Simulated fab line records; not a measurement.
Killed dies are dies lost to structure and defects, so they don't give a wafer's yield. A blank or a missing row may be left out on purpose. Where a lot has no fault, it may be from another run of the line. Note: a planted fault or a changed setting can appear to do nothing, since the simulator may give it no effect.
fab line records ; flow nandHarc ; part 2 of 2: steps 5 to 6 of 6
[record] lots = 24; wafers = 72; lastDay = 33
route steps=1302 shown A_STAIRCASE@808 A_SGD_CUT@907 A_WL_FILL@952
lots with no fault: from the same line, run without faults
startH: hours from the record's opening day to when the first of the lot's shown wafers began ; waitH: hours from the lot's prior step to this one ; " same as the row above ; L1.1+2: one row covering several wafers at once ; - either no value or no given start ; * or withheld: withheld ; < > ~ a bound
route shown NAME@n: names a module that has steps shown in the file, with the first one's number in the route ; usual: mean/standard deviation of fault-free wafers ; same: alike in all rows ; chamber/n: place in a boat ; sites: the reading at each site ; _std_site: the values' standard deviation ; _edge_site: outer sites' mean less inner sites' ; radiusMm: how far each site lies from the wafer's centre ; mask NAME#n: copy n ; behind: tool/chamber where the wafer was last shaped ; hold: why the lot went on hold/how many hours it stayed there/how the hold came to an end ; device: the transistor (n, p or np) that didn't switch ; end of line: the same wafers' tests at the end of the route ; step lacking rows: just its recipe ; killed: at the first sort, the dies lost to defects and structure; wafer yield is something else ; map: per-die view of a wafer (x killed, . not killed, _ where there is no die)
set.NAME: the setting the step ran with; set.NAME@STEP: the setting that earlier step ran with ; model.NAME: the simulator's own value behind a step, which no gauge read
a sample of lots followed through the steps of the route, with each step as a table and each wafer as a row
services: when a tool's chamber went out of use (startH, in hours from the record's first day, below 0 if earlier), for how many hours, and the reason
[[steps]]
[step NHARC_A_WL_FILL_CVD_03]
[recipe] targetThkA = 400; tempC = 300; pressureTorr = 40; wf6FlowSccm = 40; h2FlowSccm = 1600; arFlowSccm = 1560; timeS = 279; material = W
[usual] heaterPowerW = 473/20; mfcH2Sccm = 1600/4.8; throttleValvePct = 8.2/0.37
lot.wafer;tool;chamber;startH;waitH;heaterPowerW;mfcH2Sccm;throttleValvePct
L074.1;cvdW-01;1;455.67;0.1;472;1595;7.9
L074.4;cvdW-01;1;455.67;0.1;488;1599;7.9
L074.3;cvdW-01;0;455.67;0.1;483;1594;7.9
L075.1;cvdW-02;0;477.08;0.1;462;1595;8.2
L075.3;cvdW-02;1;477.08;0.1;458;1602;8.3
L075.5;cvdW-02;0;477.08;0.1;440;1592;8.5
L077.1;cvdW-02;0;490.03;0.1;458;1597;8.4
L077.2;cvdW-02;0;490.03;0.1;439;1594;8.7
L077.3;cvdW-02;0;490.03;0.1;464;1594;8.3
L076.2;cvdW-01;0;490.08;0.1;489;1596;7.9
L076.4;cvdW-01;1;490.08;0.1;470;1596;8.1
L076.5;cvdW-01;1;490.08;0.1;476;1594;8.1
L078.4;cvdW-01;1;504.32;0.2;480;1594;7.7
L078.6;cvdW-01;1;504.32;0.2;464;1598;8.0
L078.5;cvdW-01;0;504.32;0.2;493;1601;7.8
L079.1;cvdW-02;1;521.32;0.1;467;1606;8.7
L079.4;cvdW-02;0;521.32;0.1;452;1601;8.4
L079.6;cvdW-02;1;521.32;0.1;452;1604;8.4
L080.1;cvdW-01;0;526.12;0.1;483;1602;7.6
L080.4;cvdW-01;1;526.12;0.1;469;1599;7.9
L080.5;cvdW-01;0;526.12;0.1;483;1595;7.8
L081.3;cvdW-02;0;526.15;0.3;449;1599;8.7
L081.4;cvdW-02;0;526.15;0.3;457;1599;8.5
L081.5;cvdW-02;0;526.15;0.3;461;1597;8.6
L082.4;cvdW-01;0;538.04;0.2;479;1600;7.6
L082.5;cvdW-01;0;538.04;0.2;483;1602;7.9
L082.6;cvdW-01;1;538.04;0.2;483;1600;7.6
L083.3;cvdW-02;0;538.21;0.2;462;1597;8.4
L083.5;cvdW-02;0;538.21;0.2;446;1602;8.7
L083.6;cvdW-02;1;538.21;0.2;465;1600;8.5
L084.3;cvdW-02;0;557.40;0.3;441;1599;8.6
L084.4;cvdW-02;1;557.40;0.3;460;1605;8.7
L084.6;cvdW-02;1;557.40;0.3;469;1605;8.4
L085.1;cvdW-01;0;563.80;0.1;494;1597;7.8
L085.5;cvdW-01;1;563.80;0.1;484;1600;7.9
L085.6;cvdW-01;0;563.80;0.1;468;1594;7.8
L086.1;cvdW-02;0;590.95;0.1;450;1602;8.8
L086.4;cvdW-02;1;590.95;0.1;467;1602;8.2
L086.5;cvdW-02;0;590.95;0.1;466;1603;8.8
L087.2;cvdW-02;0;599.55;0.1;456;1608;8.7
L087.3;cvdW-02;1;599.55;0.1;464;1600;8.2
L087.5;cvdW-02;0;599.55;0.1;447;1601;8.6
L088.1;cvdW-01;1;611.28;0.1;496;1604;8.0
L088.3;cvdW-01;0;611.28;0.1;482;1609;7.6
L088.4;cvdW-01;1;611.28;0.1;489;1600;7.8
L089.2;cvdW-02;1;611.43;0.1;460;1607;8.5
L089.1;cvdW-02;0;611.43;0.1;445;1598;8.8
L089.6;cvdW-02;1;611.43;0.1;459;1601;8.3
L091.1;cvdW-02;1;623.21;0.1;462;1601;8.5
L091.3;cvdW-02;1;623.21;0.1;470;1615;8.6
L091.4;cvdW-02;0;623.21;0.1;444;1604;8.7
L090.2;cvdW-01;0;623.43;0.1;485;1600;8.0
L090.4;cvdW-01;1;623.43;0.1;499;1601;7.9
L090.5;cvdW-01;0;623.43;0.1;482;1612;7.6
L093.2;cvdW-02;1;666.75;0.1;514;1602;8.8
L093.4;cvdW-02;1;666.75;0.1;510;1595;8.4
L093.6;cvdW-02;0;666.75;0.1;475;1596;8.4
L092.1;cvdW-01;0;666.92;0.1;480;1597;8.1
L092.4;cvdW-01;1;666.92;0.1;497;1588;7.7
L092.6;cvdW-01;0;666.92;0.1;473;1598;8.0
L094.4;cvdW-01;0;674.51;0.2;480;1599;7.6
L094.3;cvdW-01;1;674.51;0.2;497;1605;7.7
L094.5;cvdW-01;1;674.51;0.2;496;1597;8.1
L095.2;cvdW-01;0;683.81;0.2;480;1601;7.9
L095.4;cvdW-01;0;683.81;0.2;487;1598;8.0
L095.6;cvdW-01;0;683.81;0.2;473;1598;8.1
L096.1;cvdW-02;1;699.18;0.1;512;1601;8.8
L096.3;cvdW-02;1;699.18;0.1;524;1598;8.8
L096.6;cvdW-02;0;699.18;0.1;476;1605;8.5
L097.1;cvdW-02;1;704.51;0.1;507;1596;8.7
L097.4;cvdW-02;1;704.51;0.1;532;1601;8.7
L097.5;cvdW-02;1;704.51;0.1;523;1595;8.6
[step NHARC_A_WL_FILL_STRIP_29]
[recipe] timeS = 20; o2FlowSccm = 500; arFlowSccm = 0; biasW = 0; chemistry = O2
[usual] drypumpMotorCurrentA = 5.7/0.48; oesProductAu = 1.002/0.0084; rfVppV = 58.0/0.87; showerheadPlenumPTorr = 3.60/0.14; throttleValvePct = 17.037/0.0094
lot.wafer;tool;chamber;startH;waitH;drypumpMotorCurrentA;oesProductAu;rfHoursCounterH;rfVppV;showerheadPlenumPTorr;throttleValvePct
L074.3;rieDiel-12;1;466.69;0.1;6.0;1.001;0.2;58.1;3.63;17.038
L074.1;rieDiel-12;2;466.69;0.1;5.5;0.996;0.2;57.3;3.41;17.040
L074.4;rieDiel-12;0;466.69;0.1;5.2;0.992;0.1;58.4;3.59;17.044
L075.3;rieDiel-04;1;491.22;0.1;5.3;0.987;3.6;56.7;3.59;17.041
L075.1;rieDiel-04;3;491.22;0.1;5.4;1.000;2.7;58.0;3.76;17.026
L075.5;rieDiel-04;2;491.22;0.1;5.8;1.004;-;58.5;3.68;17.031
L077.3;rieDiel-12;3;500.83;0.1;6.7;1.010;1.1;58.4;3.46;17.040
L077.1;rieDiel-12;0;500.83;0.1;5.2;1.004;1.1;58.1;3.59;17.039
L077.2;rieDiel-12;1;500.83;0.1;6.0;1.003;0.4;58.4;3.63;17.036
L076.2;rieDiel-04;1;500.91;0.1;5.3;0.985;3.8;57.3;3.59;17.030
L076.4;rieDiel-04;0;500.91;0.1;6.2;0.998;3.5;58.1;3.78;17.036
L076.5;rieDiel-04;2;500.91;0.1;5.8;0.999;-;58.0;3.68;17.020
L078.4;rieDiel-12;3;515.14;0.1;6.7;1.004;1.3;58.8;3.46;17.051
L078.6;rieDiel-12;0;515.14;0.1;5.2;1.009;-;58.5;3.59;17.023
L078.5;rieDiel-12;1;515.14;0.1;6.0;1.002;-;58.1;3.63;17.027
L079.4;rieDiel-12;2;533.27;0.1;5.5;1.001;2.0;58.3;3.41;17.028
L079.1;rieDiel-12;1;533.27;0.1;6.0;0.994;1.4;58.6;3.63;17.023
L079.6;rieDiel-12;3;533.27;0.1;6.7;0.996;-;57.7;3.46;17.034
L081.4;rieDiel-12;2;538.81;0.1;5.5;1.010;2.2;58.8;3.41;17.030
L081.3;rieDiel-12;0;538.81;0.1;5.2;1.003;2.4;58.2;3.59;17.044
L081.5;rieDiel-12;2;538.81;0.1;5.5;1.015;-;57.5;3.41;17.035
L080.4;rieDiel-10;0;541.08;0.1;6.2;0.989;5.9;57.3;3.77;17.037
L080.1;rieDiel-10;1;541.08;0.1;5.0;1.005;5.6;57.4;3.70;17.033
L080.5;rieDiel-10;1;541.08;0.1;5.0;1.017;-;59.2;3.70;17.018
L082.4;rieDiel-10;2;551.39;0.1;5.6;1.023;5.9;58.6;3.48;17.050
L082.6;rieDiel-10;0;551.39;0.1;6.2;1.002;-;59.0;3.77;17.038
L082.5;rieDiel-10;1;551.39;0.1;5.0;1.009;-;57.0;3.70;17.039
L083.3;rieDiel-12;2;551.44;0.1;5.5;0.996;2.6;57.9;3.41;17.051
L083.5;rieDiel-12;0;551.44;0.1;5.2;1.006;-;57.0;3.59;17.040
L083.6;rieDiel-12;1;551.44;0.1;6.0;1.009;-;59.5;3.63;17.039
L084.4;rieDiel-10;1;571.11;0.1;5.0;1.001;7.1;58.0;3.70;17.034
L084.3;rieDiel-10;2;571.11;0.1;5.7;1.015;7.5;59.1;3.48;17.051
L084.6;rieDiel-10;1;571.11;0.1;5.0;0.998;-;59.3;3.70;17.042
L085.1;rieDiel-10;2;577.54;0.1;5.6;1.012;8.0;55.8;3.48;17.046
L085.6;rieDiel-10;1;577.54;0.1;5.0;1.000;-;58.0;3.70;17.030
L085.5;rieDiel-10;2;577.54;0.1;5.6;1.019;-;58.1;3.48;17.032
L086.4;rieDiel-12;3;601.71;0.1;6.7;0.996;4.1;55.7;3.46;17.037
L086.1;rieDiel-12;1;601.71;0.1;6.0;1.003;3.3;58.0;3.63;17.046
L086.5;rieDiel-12;3;601.71;0.1;6.7;0.988;-;58.0;3.46;17.036
L087.3;rieDiel-10;2;612.93;0.1;5.7;0.997;0.1;57.0;3.48;17.041
L087.2;rieDiel-10;3;612.93;0.1;6.1;1.008;0.1;56.3;3.38;17.057
L087.5;rieDiel-10;2;612.93;0.1;5.7;1.007;-;58.7;3.48;17.060
L088.4;rieDiel-10;3;624.82;0.1;6.1;1.025;1.3;58.3;3.38;17.023
L088.3;rieDiel-10;0;624.82;0.1;6.2;1.011;1.2;59.2;3.77;17.043
L088.1;rieDiel-10;2;624.82;0.1;5.6;1.009;1.0;58.0;3.48;17.036
L089.1;rieDiel-04;3;624.84;0.1;5.4;1.001;3.1;57.7;3.76;17.036
L089.2;rieDiel-04;0;624.84;0.1;6.1;0.986;3.4;59.0;3.78;17.040
L089.6;rieDiel-04;2;624.84;0.1;5.8;0.999;-;57.5;3.68;17.054
L091.1;rieDiel-10;1;634.20;0.1;5.0;1.012;1.1;59.4;3.69;17.017
L091.4;rieDiel-10;2;634.20;0.1;5.6;1.003;1.1;55.7;3.48;17.039
L091.3;rieDiel-10;3;634.20;0.1;6.1;1.014;1.5;57.1;3.38;17.046
L090.4;rieDiel-04;2;634.30;0.1;5.8;0.995;3.2;58.7;3.68;17.028
L090.2;rieDiel-04;0;634.30;0.1;6.1;0.992;3.6;56.2;3.78;17.023
L090.5;rieDiel-04;2;634.30;0.1;5.8;0.986;-;57.5;3.68;17.029
L092.4;rieDiel-04;0;678.55;0.1;6.2;0.984;4.0;57.5;3.78;17.039
L092.1;rieDiel-04;2;678.55;0.1;5.8;1.003;3.8;58.9;3.68;17.032
L092.6;rieDiel-04;1;678.55;0.1;5.2;0.994;-;56.9;3.59;17.038
L093.2;rieDiel-04;2;681.52;0.1;5.8;0.991;3.9;58.8;3.68;17.033
L093.6;rieDiel-04;3;681.52;0.1;5.4;1.003;-;59.4;3.76;17.020
L093.4;rieDiel-04;0;681.52;0.1;6.2;0.990;-;58.8;3.78;17.033
L094.3;rieDiel-04;2;685.29;0.1;5.8;0.998;4.1;57.0;3.68;17.051
L094.4;rieDiel-04;3;685.29;0.1;5.4;0.999;-;59.0;3.76;17.022
L094.5;rieDiel-04;0;685.29;0.1;6.2;0.999;-;60.1;3.78;17.039
L095.4;rieDiel-12;1;694.87;0.1;6.0;0.999;2.3;59.4;3.63;17.053
L095.2;rieDiel-12;2;694.87;0.1;5.5;1.016;2.1;58.1;3.41;17.058
L095.6;rieDiel-12;2;694.87;0.1;5.5;1.004;-;57.3;3.41;17.022
L096.3;rieDiel-10;0;711.60;0.1;6.2;1.006;5.5;58.5;3.76;17.034
L096.1;rieDiel-10;1;711.60;0.1;4.9;1.008;6.1;57.9;3.69;17.043
L096.6;rieDiel-10;0;711.60;0.1;6.2;1.001;-;58.3;3.76;17.045
L097.1;rieDiel-12;2;714.91;0.1;5.5;1.002;2.9;57.3;3.41;17.054
L097.4;rieDiel-12;2;714.91;0.1;5.5;1.004;-;56.8;3.41;17.030
L097.5;rieDiel-12;0;714.91;0.1;5.3;1.002;-;58.0;3.59;17.021
[[services]]
tool;chamber;startH;hours;kind
cvdW-02;-;371.86;1.5;repair
rieDiel-13;0;377.43;11.2;repair
rieDiel-02;-;393.87;9.0;pm
rieDiel-11;1;399.63;34.1;repair
rieDiel-11;3;405.17;43.9;repair
rieDiel-11;-;432.79;9.0;pm
aldHk-04;-;434.30;10.0;pm
cvdW-02;-;450.00;13.0;pm
rieDiel-11;0;469.56;11.5;repair
cvdW-02;1;485.94;11.0;repair
rieDiel-02;3;511.41;3.6;repair
cvdW-02;-;520.08;1.1;repair
cvdW-02;1;522.31;7.2;repair
rieDiel-13;-;522.91;9.0;pm
rieDiel-13;3;546.24;106.8;repair
rieDiel-13;0;566.03;6.0;repair
rieDiel-02;-;570.87;9.0;pm
rieDiel-11;-;609.86;9.0;pm
rieDiel-11;1;658.13;4.1;repair
rieDiel-11;3;658.46;15.1;repair
rieDiel-02;1;663.23;13.8;repair
rieDiel-13;2;671.77;5.4;repair
rieDiel-13;2;690.14;4.3;repair
rieDiel-13;-;699.91;9.0;pm
